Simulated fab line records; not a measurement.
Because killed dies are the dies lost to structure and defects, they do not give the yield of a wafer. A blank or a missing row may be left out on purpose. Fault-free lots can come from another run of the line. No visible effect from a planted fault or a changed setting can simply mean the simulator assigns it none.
Struck lot and sound lot, side by side ; flow n5_finfet ; 37 out of 1938 route steps
Sound: these wafers, L729.1, L729.3, L729.5. Struck: wafer L743.4; the same lot's L743.2 was not struck, so it is left out; see the end for the cause.
At each step with rows: each side's tool, then ch and its chambers, then its first start. Under that, the readings that differ: sound wafers ; struck wafers ; difference of the means ; sigmas: that difference in standard deviations of wafers without a fault.
alike: a reading whose means differ by less than 2 such deviations, as well as words and numbers matching on both sides. not compared: withheld readings; readings where some wafer has no value; bounds like >300 that might hide an equal value; numbers whose values overlap and for which the record gives no deviation.
The two part at a step that has a row with sigmas, a row that says differs or no value, or rows on one side only. Numbers that have no deviation but don't overlap get no sigmas and don't part them. A reading missing from all wafers of one side parts the sides only when that side holds two or more wafers.

first, 11 steps without rows for these wafers: N5_GATE_CUT_DESCUM_18 (chemistry O2, time 7 s); N5_GATE_CUT_ETCH_28 (etches underlayer in N2/H2, target depth 13 nm, time 10.4 s); N5_GATE_CUT_ETCH_36 (etches SiARC in CF4, target depth 13 nm, time 21.7 s); N5_GATE_CUT_ETCH_37 (etches SOC in N2/H2, target depth 60 nm, overetch 12 nm, time 90 s); N5_GATE_CUT_STRIP_38 (strips in N2/H2); N5_GATE_CUT_STRIP_39 (strips in N2/H2); N5_GATE_CUT_HM_OPEN_40 (chemistry C4F6/O2, target SiO2, target depth 139 nm, time 85.1 s); N5_GATE_CUT_STRIP_41 (strips in CF4); N5_GATE_CUT_STRIP_42 (strips in O2); N5_GATE_CUT_ETCH_19 (etches SiNx in CH3F/O2, target depth 53.7 nm, time 76.7 s); N5_GATE_CUT_CUT_ETCH_53 (etches W in SF6/Cl2, target depth 79.2 nm).
N5_GATE_CUT_CUT_ETCH_54: etches TiN in Cl2/BCl3, target depth 96.7 nm.
  sound on rie_metal-02 ch 1, day 4 11:20; struck on rie_metal-02 ch 1, day 8 03:18
reading;sound;struck;difference;sigmas
etch_rf_on_time_s (s);38.5 38.6 38.4;47.9;+9.4;+10
model.etch.depth_nm (nm);81.95 81.95 81.95;73.27;-8.68;
  alike: bias_w, drypump_motor_current_A, oes_product_au, throttle_valve_pct
  not compared: rf_hours_counter_h
N5_GATE_CUT_CUT_ETCH_55: etches HfO2 in BCl3, target depth 3.2 nm.
  sound on rie_metal-02 ch 1, day 4 11:24; struck on rie_metal-02 ch 1, day 8 03:22
reading;sound;struck;difference;sigmas
bias_w (W);18.08 18.01 18.06;17.86;-0.19;-4
oes_product_au (a.u.);0.72 0.72 0.72;0.27;-0.45;-4
  alike: drypump_motor_current_A, throttle_valve_pct
  not compared: rf_hours_counter_h
N5_GATE_CUT_ETCH_47: etches SiO2 in Cl2/BCl3, target depth 10 nm.
  sound on rie_metal-02 ch 1, day 4 11:26; struck on rie_metal-02 ch 1, day 8 03:23
reading;sound;struck;difference;sigmas
model.GATE_CUT.cd_nm (nm);20.2 20.2 20;19.4;-0.7;
  alike: bias_w, drypump_motor_current_A, oes_product_au, throttle_valve_pct
  not compared: rf_hours_counter_h
then, 21 steps without rows for these wafers: N5_GATE_CUT_VAPOR_ETCH_48 (etches TiN in BCl3/Cl2); N5_GATE_CUT_VAPOR_ETCH_49 (etches TiAlC in BCl3/Cl2); N5_GATE_CUT_VAPOR_ETCH_51 (etches HfO2 in BCl3/Cl2); N5_GATE_CUT_STRIP_21 (strips in N2/H2, time 30 s); N5_GATE_CUT_STRIP_29 (strips in post etch residue remover, time 60 s); N5_GATE_CUT_SRD_52 (time 30 s); N5_GATE_CUT_ALD_22 (deposits SiNx, target thk 16 nm, pulse time 1 s, ald cycles 320); N5_GATE_CUT_CMP_23 (polishes, stops on SiO2, t overpolish 23.4 s, target thk 16 nm); N5_GATE_CUT_CMP_43 (polishes SiO2); N5_GATE_CUT_CMP_61 (polishes, stops on SiNx, t overpolish 3 s); N5_MOL_CONTACT_COAG_COAT_103 (time 60 s, resist thk 80 nm); N5_MOL_CONTACT_COAG_COAT_104 (time 60 s, resist thk 12 nm); N5_MOL_CONTACT_COAG_COAT_58 (time 60 s, resist thk 10 nm); N5_MOL_CONTACT_COAG_COAT_02 (resist thk 30 nm); N5_MOL_CONTACT_COAG_EBR_04; N5_MOL_CONTACT_COAG_SOFTBAKE_03 (time 60 s); N5_MOL_CONTACT_COAG_EXPOSE_05 (exposes mask CA, defocus 0 nm); N5_MOL_CONTACT_COAG_PEB_06 (peb time 60 s); N5_MOL_CONTACT_COAG_DEVELOP_07 (develop time 30 s); N5_MOL_CONTACT_COAG_DESCUM_13 (chemistry O2, time 7 s); N5_MOL_CONTACT_COAG_ETCH_59 (etches underlayer in N2/H2, target depth 13 nm, time 10.4 s).
N5_BEOL_M4_RC_MEAS_101:
  the record has rows for the sound wafers here (prober-01 ch 0, day 8 22:01) and none for the struck ones
-- record jumps: 10 days separate the struck wafers' starts on either side; left off in module BEOL_M4, taken up again in module PASSIVATION, whose first shown step is the route's number 1936 --
N5_PASSIVATION_PROBE_49:
  sound on prober-01, day 13 06:07; struck on prober-01, day 17 17:37
reading;sound;struck;difference;sigmas
defect_limited_yield (%);92.5 92.5 89.8;0;-92;-65
killed_at_front_end;25 24 42;1110;+1080;+99 or more
killed_dies;88 88 120;1180;+1081;+64
killed_on_rim;10 9 16;152;+140;+33
sort_bin_5_function (%);4.2 4.8 6.1;96.3;+91.3;+94
sort_n_pass;1092 1092 1060;0;-1081;-64
sort_yield_pct (%);92.5 92.5 89.8;0;-92;-65
  alike: killed_at_M0_to_M3, killed_at_M4_up, killed_at_contacts, killed_at_other, killed_open, killed_short, sort_bin_4_leakage, sort_bin_6_memory

== WHERE THEY PART ==
Earliest at N5_GATE_CUT_CUT_ETCH_54; latest, in this record, at N5_PASSIVATION_PROBE_49.

WHY: whatever the simulator had introduced
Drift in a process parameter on rie_metal-02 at N5_GATE_CUT_CUT_ETCH_54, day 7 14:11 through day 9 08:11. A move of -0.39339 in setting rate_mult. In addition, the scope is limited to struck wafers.
